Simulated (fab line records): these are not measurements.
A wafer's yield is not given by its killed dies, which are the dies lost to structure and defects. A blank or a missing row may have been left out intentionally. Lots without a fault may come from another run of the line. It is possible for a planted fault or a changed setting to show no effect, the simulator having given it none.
A single fault, viewed from 2 desks -- flow nand harc -- what lay behind the numbers comes last; until then each desk has only its own

## AT THE TOOL OWNER'S DESK: rie diel-11
The tool's own readings at NHARC_A_STAIRCASE_ETCH_313 (etches the open film in CF4/CHF3): means of the sampled wafers that have a number, for each lot that ran on this tool. If a lot's mean is further than 4 standard deviations from the usual mean, the lot is out of limits and carries the mark OUT (the distance appears in the brackets).
Columns: A = drypump motor current A at NHARC_A_STAIRCASE_ETCH_313, usual 5.8 A; B = oes product au at NHARC_A_STAIRCASE_ETCH_313, usual 0.936 a.u.; C = rf vpp V at NHARC_A_STAIRCASE_ETCH_313, usual 370.8 V; D = showerhead plenum p Torr at NHARC_A_STAIRCASE_ETCH_313, usual 1.58 Torr; E = throttle valve pct at NHARC_A_STAIRCASE_ETCH_313, usual 16.803 %
lot,first seen here,A,B,C,D,E
L632,day 12 05:48,6.2,0.907,369.5,1.56,16.812
L641,day 14 03:08,5.8,0.929,372.0,1.62,16.796
L653,day 17 02:34,6.2,0.946,370.3,1.55,16.801
Finding of this desk: none of the 3 lots has anything out of limits.

## FROM THE METROLOGY DESK
Means of the sampled wafers that have a number, per lot and without regard to the tool the lot ran on: this is what the gauges read. If a lot's mean is further than 4 standard deviations from the usual mean, the lot is out of limits and carries the mark OUT (the distance appears in the brackets).
Columns: A = cd nm at NHARC_A_BONDPAD_CD_MEAS_09, usual 499.5 nm
lot,first seen here,A
L632,day 18 18:18,501.6
L641,day 20 04:19,498.2
L644,day 20 19:36,499.8
L643,day 20 22:47,499.6
L647,day 21 15:31,502.0
L645,day 22 01:46,501.1
L646,day 22 08:41,500.7
L648,day 22 12:46,503.9
L649,day 22 14:43,496.9
L651,day 22 23:07,498.3
L653,day 22 23:59,498.4
L654,day 23 01:25,502.6
Finding of this desk: none of the 12 lots has anything out of limits.

## ALL TOGETHER
The desk of the tool owner found nothing out of limits.
Metrology desk: nothing out of limits seen.

## WHAT THE SIMULATOR HAD PUT IN
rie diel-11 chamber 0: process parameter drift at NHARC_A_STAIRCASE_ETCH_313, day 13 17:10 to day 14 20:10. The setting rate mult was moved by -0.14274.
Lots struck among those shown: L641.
